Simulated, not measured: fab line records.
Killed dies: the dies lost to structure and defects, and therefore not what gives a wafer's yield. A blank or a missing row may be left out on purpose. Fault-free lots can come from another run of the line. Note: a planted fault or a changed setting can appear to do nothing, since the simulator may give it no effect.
fab line records	flow n5_finfet
record lots=9	wafers=27	last_day=17
route steps=1938 shown BEOL_M0_CUTY@712 BEOL_M0@730 BEOL_M4@1111
lots untouched by any fault: they come from a run of this same line in which no faults occurred
start_h: the number of hours between the record's first day and the start of the first shown wafer of the lot	wait_h: time in hours since the lot's previous step	" the same as in the row above	L1.1+2: several wafers, shown together as one row	- value missing, or start not given	* or withheld: withheld	< > ~ a bound
route shown NAME@n: NAME is a module with steps in the file, n the number in the route of the first one	usual: average and standard deviation across the fault-free wafers	same: alike in all rows	chamber/n: place in a boat	sites: each site's reading	_std_site: how widely they spread, as a standard deviation	_edge_site: inner sites' mean taken away from outer sites' mean	radius_mm: for every site, how far away it sits from the centre of the wafer	mask NAME#n: copy n	behind: tool/chamber where the wafer was last shaped	hold: reason for holding the lot/hours on hold/outcome of the hold	device: the n, p or np transistor that did not switch	end of line: the same wafers' tests at the end of the route	where a step has no rows: the recipe by itself	killed: count of dies lost to structure and defects at first sort (not the wafer's yield)	map: dies across one wafer; x = killed, . = not, _ = none there
set.NAME: the setting the step ran with; set.NAME@STEP: the setting that earlier step ran with	model.NAME: the simulator's own value behind a step, which no gauge read
route steps across a sampled set of lots; one table per step, one row per wafer
services: the hour from which a tool's chamber was out of use, counted from the record's first day as start_h (under 0 if before that day), plus the number of hours and why
## steps
# step N5_BEOL_M0_CUTY_ETCH_62
# recipe chemistry=CF4	target=SiARC	mask_material=CAR-ArF-block	time_s=58.5	ion_energy_ev=80	pressure_mtorr=40	source_w=545	bias_w=36	Ar_flow_sccm=100	cf4_flow_sccm=100	ends=cleared
# usual cf4_flow_sccm=99.93/0.28	drypump_motor_current_A=5.5/0.51	etch_rf_on_time_s=58.5/1.2	oes_product_au=0.67/0.06	rf_vpp_V=184.1/1.2	showerhead_plenum_p_Torr=2.15/0.073	throttle_valve_pct=15.62/0.26
lot.wafer	tool	chamber	start_h	wait_h	cf4_flow_sccm	drypump_motor_current_A	etch_rf_on_time_s	oes_product_au	rf_hours_counter_h	rf_vpp_V	showerhead_plenum_p_Torr	throttle_valve_pct
L565.1	rie_diel-06	3	127.75	0.0	99.88	4.9	59.7	0.71	61	183.0	2.08	15.17
L565.4	"	1	"	"	99.64	5.4	58.7	0.69	85	184.3	2.18	15.59
L565.6	"	1	"	"	99.61	5.4	58.7	0.70	-	185.5	2.18	15.61
L567.1	rie_diel-06	1	134.02	0.0	100.02	5.4	59.0	0.68	87	185.0	2.18	15.61
L567.2	"	3	"	"	100.10	4.9	59.2	0.71	63	183.4	2.08	15.20
L567.4	"	2	"	"	99.90	5.2	56.3	0.71	95	182.9	2.07	15.62
L569.2	rie_diel-01	0	151.50	0.0	100.09	5.6	57.5	0.63	202	183.1	2.12	15.84
L569.3	"	3	"	"	100.21	6.5	56.9	0.75	39	186.3	2.27	15.29
L569.4	"	0	"	"	99.98	5.6	57.4	0.63	-	183.7	2.12	15.83
L573.2	rie_diel-03	1	177.12	0.0	99.10	4.8	59.7	0.68	100	183.5	2.08	15.24
L573.5	"	2	"	"	100.12	5.8	58.9	0.61	-	183.0	2.05	15.87
L573.6	"	1	"	"	99.62	4.8	59.2	0.68	-	183.2	2.07	15.24
L574.1	rie_diel-01	0	180.88	0.0	99.92	5.6	58.5	0.62	213	185.5	2.11	15.86
L574.4	"	3	"	"	99.40	6.5	57.0	0.73	51	184.7	2.26	15.33
L574.5	"	2	"	"	100.45	5.1	59.9	0.66	-	187.0	2.24	15.88
L577.1	rie_diel-06	3	204.80	0.0	99.99	4.9	59.9	0.69	88	182.7	2.07	15.23
L577.2	"	2	"	"	100.11	5.2	56.9	0.68	120	184.7	2.06	15.67
L577.4	"	3	"	"	99.84	4.9	60.4	0.68	-	183.5	2.07	15.22
L583.2	rie_diel-03	1	236.40	0.0	99.61	4.8	59.5	0.67	114	182.9	2.07	15.28
L583.3	"	3	"	"	100.01	5.8	59.4	0.75	36	184.4	2.18	15.54
L583.4	"	0	"	"	99.87	6.3	56.5	0.60	237	184.1	2.20	15.89
L585.1	rie_diel-01	2	247.58	0.0	99.96	5.1	60.5	0.65	137	185.4	2.24	15.93
L585.2	"	1	"	"	100.07	5.7	58.2	0.76	31	184.1	2.10	15.42
L585.6	"	1	"	"	100.25	5.7	57.8	0.77	-	183.5	2.10	15.41
L586.1	rie_diel-03	2	253.81	0.0	99.42	5.7	59.8	0.58	239	183.7	2.04	15.92
L586.3	"	1	"	"	99.94	4.8	59.8	0.65	122	184.2	2.07	15.28
L586.5	"	2	"	"	99.44	5.7	59.7	0.58	-	182.4	2.04	15.92
# step N5_BEOL_M0_PRE_CLEAN_113
# recipe gas=H2/He	time_s=30	temp_c=250
# usual heater_power_w=352/49
lot.wafer	tool	chamber	start_h	wait_h	heater_power_w
L565.1	pvd_sputter-03	-	133.79	0.0	311
L565.4	"	-	"	"	409
L565.6	"	-	"	"	344
L567.1	pvd_sputter-02	-	135.41	0.0	410
L567.2	"	-	"	"	325
L567.4	"	-	"	"	411
L569.2	pvd_sputter-01	-	156.05	0.0	256
L569.3	"	-	"	"	337
L569.4	"	-	"	"	438
L573.2	pvd_sputter-02	-	178.82	0.0	408
L573.5	"	-	"	"	322
L573.6	"	-	"	"	423
L574.1	pvd_sputter-03	-	184.73	0.0	311
L574.4	"	-	"	"	402
L574.5	"	-	"	"	319
L577.1	pvd_sputter-03	-	206.95	0.0	310
L577.2	"	-	"	"	327
L577.4	"	-	"	"	400
L583.2	pvd_sputter-01	-	240.14	0.0	261
L583.3	"	-	"	"	325
L583.4	"	-	"	"	341
L585.1	pvd_sputter-02	-	253.39	0.0	415
L585.2	"	-	"	"	331
L585.6	"	-	"	"	324
L586.1	pvd_sputter-03	-	255.64	0.0	407
L586.3	"	-	"	"	358
L586.5	"	-	"	"	360
# step N5_BEOL_M0_ALD_136
# recipe material=TaN	target_thk_a=*	temp_c=275	ald_precursor_family=PDMAT	ald_co_reactant=NH3	pressure_torr=3	carrier_flow_sccm=1500	pulse_time_s=2	purge_time_s=3	co_reactant_purge_time_s=2	co_reactant_pulse_time_s=3	ald_cycles=30	precursor_vessel_temp_c=75	precursor_vessel_pressure_torr=26.25	precursor_vessel_carrier_sccm=1000
# usual ald_cycles=30/0	heater_power_w=420/55	mfc_carrier_sccm=1499/4.6	precursor_vessel_pressure_torr=26.25/0.054
# same co_reactant_pulse_time_s=3
lot.wafer	tool	chamber	start_h	wait_h	ald_cycles	heater_power_w	mfc_carrier_sccm	precursor_vessel_pressure_torr
L565.1	ald_metal-03	3	133.85	0.0	30	467	1490	26.19
L565.4	"	0	"	"	30	386	1488	26.37
L565.6	"	2	"	"	30	400	1504	26.31
L567.1	ald_metal-04	1	135.47	0.0	30	424	1504	26.22
L567.2	"	0	"	"	30	390	1496	26.25
L567.4	"	3	"	"	30	529	1498	26.29
L569.2	ald_metal-03	0	156.18	0.1	30	386	1498	26.28
L569.3	"	1	"	"	30	486	1500	26.42
L569.4	"	2	"	"	30	388	1497	26.23
L573.2	ald_metal-03	0	178.88	0.0	30	377	1506	26.34
L573.5	"	2	"	"	15	394	1502	26.28
L573.6	"	1	"	"	30	492	1500	26.32
L574.1	ald_metal-03	3	185.02	0.3	30	465	1497	26.22
L574.4	"	2	"	"	15	395	1496	26.15
L574.5	"	0	"	"	30	372	1501	26.26
L577.1	ald_metal-02	0	207.03	0.1	30	370	1502	26.23
L577.2	"	2	"	"	30	490	1499	26.31
L577.4	"	3	"	"	30	341	1490	26.20
L583.2	ald_metal-04	1	240.20	0.0	30	430	1490	26.22
L583.3	"	0	"	"	30	402	1500	26.23
L583.4	"	2	"	"	30	365	1497	26.29
L585.1	ald_metal-02	3	253.45	0.0	30	353	1504	26.36
L585.2	"	0	"	"	30	367	1499	26.32
L585.6	"	0	"	"	30	370	1499	26.31
L586.1	ald_metal-02	0	255.70	0.0	30	367	1494	26.31
L586.3	"	2	"	"	30	492	1500	26.31
L586.5	"	3	"	"	30	362	1494	26.22
# step N5_BEOL_M0_SPUTTER_116
# recipe material=Cu	target_thk_a=40	temp_c=-20	chamber_pressure_pa=0.07	power_w=withheld	time_s=7.37
# usual chamber_pressure_pa=0.07/0.00015	throttle_valve_pct=30.5/0.85
lot.wafer	tool	chamber	start_h	wait_h	chamber_pressure_pa	throttle_valve_pct
L565.1	pvd_sputter-01	-	134.67	0.1	0.07012	30.1
L565.4	"	-	"	"	0.07012	31.1
L565.6	"	-	"	"	0.06998	31.7
L567.1	pvd_sputter-02	-	137.99	1.8	0.06996	30.9
L567.2	"	-	"	"	0.06975	29.5
L567.4	"	-	"	"	0.07001	31.5
L569.2	pvd_sputter-03	-	156.85	0.1	0.06993	29.6
L569.3	"	-	"	"	0.06989	31.3
L569.4	"	-	"	"	0.06978	29.7
L573.2	pvd_sputter-01	-	179.49	0.1	0.06984	30.2
L573.5	"	-	"	"	0.07	31.8
L573.6	"	-	"	"	0.06975	30.2
L574.1	pvd_sputter-03	-	185.55	0.1	0.07016	31.1
L574.4	"	-	"	"	0.07018	29.6
L574.5	"	-	"	"	0.06993	31.2
L577.1	pvd_sputter-03	-	207.93	0.3	0.06998	31.5
L577.2	"	-	"	"	0.07007	29.5
L577.4	"	-	"	"	0.06992	29.7
L583.2	pvd_sputter-01	-	240.66	0.1	0.06996	32.0
L583.3	"	-	"	"	0.06986	30.4
L583.4	"	-	"	"	0.06998	30.0
L585.1	pvd_sputter-01	-	253.93	0.1	0.06979	30.4
L585.2	"	-	"	"	0.06971	30.4
L585.6	"	-	"	"	0.06994	31.6
L586.1	pvd_sputter-02	-	256.21	0.1	0.0699	31.7
L586.3	"	-	"	"	0.07007	30.6
L586.5	"	-	"	"	0.07006	29.6
# step N5_BEOL_M0_CMP_120
# recipe stop_on=SiOC	t_overpolish_s=6.9	down_force_psi=1	platen_rpm=50	clearing_platen_down_force_psi=1.5	clearing_platen_rpm=50	post_cmp_clean=cu_alkaline	clearing_platen_pad_velocity_m_s=0.99484	pad_velocity_m_s=0.99484
# usual barrier_field_endpoint_s=3.66/0.12	motor_current_A=6.1/0.68	pad_life_wafers=1372/470
lot.wafer	tool	chamber	start_h	wait_h	barrier_field_endpoint_s	motor_current_A	pad_life_wafers
L565.4	cmp-01	2	136.08	0.1	3.71	6.7	1440
L565.1	"	1	"	"	3.68	5.2	1443
L565.6	"	2	"	"	3.80	6.7	-
L567.4	cmp-04	0	138.84	0.1	3.78	5.1	1044
L567.2	"	1	"	"	3.54	5.7	1045
L567.1	"	2	"	"	3.62	5.5	1046
L569.2	cmp-01	0	157.71	0.2	3.87	6.1	1602
L569.3	"	2	"	"	3.62	6.8	1604
L569.4	"	3	"	"	3.84	7.2	1605
L573.2	cmp-03	3	180.41	0.3	3.48	5.6	1148
L573.5	"	1	"	"	2.74	5.6	-
L573.6	"	2	"	"	3.67	6.4	-
L574.1	cmp-01	3	186.41	0.3	3.44	7.3	1818
L574.4	"	1	"	"	2.47	5.0	1820
L574.5	"	3	"	"	3.59	7.0	-
L577.1	cmp-01	3	208.78	0.3	3.75	7.2	1986
L577.4	"	0	"	"	3.68	5.9	1987
L577.2	"	1	"	"	3.55	5.0	1988
L583.2	cmp-04	3	241.56	0.2	3.74	7.1	1878
L583.4	"	0	"	"	3.71	5.0	1879
L583.3	"	2	"	"	3.50	5.7	1881
L585.1	cmp-03	2	254.86	0.3	3.57	6.8	1724
L585.2	"	3	"	"	3.69	5.6	1725
L585.6	"	1	"	"	3.59	5.6	-
L586.3	cmp-04	0	257.11	0.2	3.84	5.0	2034
L586.1	"	1	"	"	4.12	6.2	2035
L586.5	"	1	"	"	3.76	6.3	-
# step N5_BEOL_M4_RC_MEAS_101
# usual DIBL_N=36.3/1.7	DIBL_P=36.5/1.8	IOFF_N=0.16/0.033	IOFF_P=0.21/0.037	ION_N=675/11	ION_P=462/7.9	SS_N=71.6/0.64	SS_P=73.3/0.68	VT_N=249/3.3	VT_P=-250/3.3
lot.wafer	tool	chamber	start_h	wait_h	DIBL_N[mV/V]	DIBL_P[mV/V]	IOFF_N[nA/um]	IOFF_P[nA/um]	ION_N[uA/um]	ION_P[uA/um]	SS_N[mV/dec]	SS_P[mV/dec]	VT_N[mV]	VT_P[mV]
L565.1	prober-01	0	175.39	0.0	37.0	37.9	0.16	0.23	674	464	71.5	73.7	249	-251
L565.4	"	0	"	"	35.9	36.4	0.14	0.22	669	461	71.1	73.5	251	-250
L565.6	"	0	"	"	36.4	36.4	0.14	0.21	675	471	71.3	73.1	251	-250
L567.1	prober-01	0	182.71	0.0	36.4	35.8	0.15	0.22	672	463	72.0	72.9	249	-248
L567.2	"	0	"	"	38.2	38.6	0.19	0.26	682	470	71.9	74.6	245	-246
L567.4	"	0	"	"	37.6	37.2	0.16	0.24	671	466	72.3	74.0	250	-245
L569.2	prober-01	0	202.29	0.2	37.3	38.4	0.18	0.24	680	466	72.3	72.8	247	-251
L569.3	"	0	"	"	36.6	36.7	0.17	0.22	688	459	71.7	72.8	250	-253
L569.4	"	0	"	"	37.0	37.8	0.17	0.24	676	465	72.3	73.0	249	-248
L573.2	prober-01	0	223.35	0.2	34.9	35.2	0.15	0.22	679	467	71.0	73.7	249	-250
L573.5	"	0	"	"	35.6	36.8	0.16	0.23	675	467	71.6	74.1	249	-248
L573.6	"	0	"	"	33.3	33.1	0.12	0.19	690	479	70.1	72.8	254	-249
L574.1	prober-01	0	225.25	0.0	35.8	36.3	0.16	0.20	684	464	71.3	72.9	249	-251
L574.4	"	0	"	"	35.6	34.7	0.15	0.17	666	450	71.1	72.7	249	-253
L574.5	"	0	"	"	34.2	33.9	0.13	0.17	657	448	71.1	72.1	251	-253
L577.1	prober-01	0	253.69	0.0	35.8	36.1	0.17	0.27	673	471	71.4	73.0	247	-244
L577.2	"	0	"	"	39.6	39.5	0.23	0.32	683	470	71.9	73.3	245	-241
L577.4	"	0	"	"	36.3	36.7	0.17	0.27	690	478	71.5	72.8	247	-243
L583.2	prober-02	0	288.09	0.2	33.4	33.1	0.13	0.17	682	465	71.4	72.7	251	-254
L583.3	"	0	"	"	35.3	34.8	0.16	0.19	677	462	71.3	73.6	247	-251
L583.4	"	0	"	"	34.3	33.9	0.14	0.18	672	459	71.9	73.2	250	-252
L586.1	prober-01	0	298.10	0.0	33.2	33.6	0.12	0.16	669	452	71.2	72.4	252	-256
L586.3	"	0	"	"	36.3	37.7	0.18	0.21	678	461	71.9	74.4	248	-250
L586.5	"	0	"	"	36.8	38.6	0.19	0.22	677	458	72.1	74.3	246	-253
L585.1	prober-02	0	298.18	0.0	36.2	35.1	0.14	0.17	662	447	71.2	73.8	253	-251
L585.2	"	0	"	"	37.3	36.3	0.16	0.18	677	458	72.1	73.9	249	-254
L585.6	"	0	"	"	37.5	37.0	0.16	0.20	673	458	71.5	74.2	247	-253
## services
tool	chamber	start_h	hours	kind
ald_metal-04	-	106.59	1.0	repair
rie_diel-03	3	115.55	-	clean
pvd_sputter-03	-	121.68	0.6	repair
cmp-01	-	121.79	5.5	pm
pvd_sputter-02	-	124.42	3.5	repair
cmp-04	-	131.04	0.9	repair
ald_metal-02	2	136.13	25.2	repair
rie_diel-03	2	140.46	3.9	repair
ald_metal-03	-	181.49	2.8	pm
cmp-03	-	185.30	6.0	repair
rie_diel-03	0	187.82	10.9	repair
rie_diel-06	0	188.36	17.2	repair
cmp-01	-	193.40	0.3	repair
ald_metal-04	-	197.73	8.7	pm
rie_diel-03	1	213.27	14.2	repair
rie_diel-03	0	218.88	6.2	repair
cmp-01	-	221.20	4.0	pm
cmp-01	-	225.20	-	consumable_replace:conditioner
cmp-01	-	225.20	-	consumable_replace:pad
ald_metal-03	2	231.99	5.6	repair
cmp-04	-	239.30	0.7	repair
cmp-01	-	247.09	14.3	pm
ald_metal-03	-	252.44	0.6	repair
rie_diel-06	1	254.91	6.7	repair
## key
first_sign step=N5_BEOL_M0_ALD_136	reading=ald_cycles	direction=down	sigmas=99+	usual=*	struck=*
effect step=N5_BEOL_M0_CMP_120	reading=barrier_field_endpoint_s	direction=down	sigmas=8.5	usual=3.66	struck=2.60
met_at N5_BEOL_M0_ALD_136
struck_lots L573,L574
struck_wafers L573.5,L574.4
not_acting_at N5_BEOL_M0_CUTY_ETCH_62,N5_BEOL_M0_PRE_CLEAN_113,N5_BEOL_M0_SPUTTER_116
onset_between 156.18 178.88
fault kind=process_parameter_drift	tool=ald_metal-03	chamber=2	onset_h=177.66	steps=N5_BEOL_M0_ALD_136	channel=ald_cycles	offset=*	shape=step	end_h=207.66	acts_in=*	stated=*
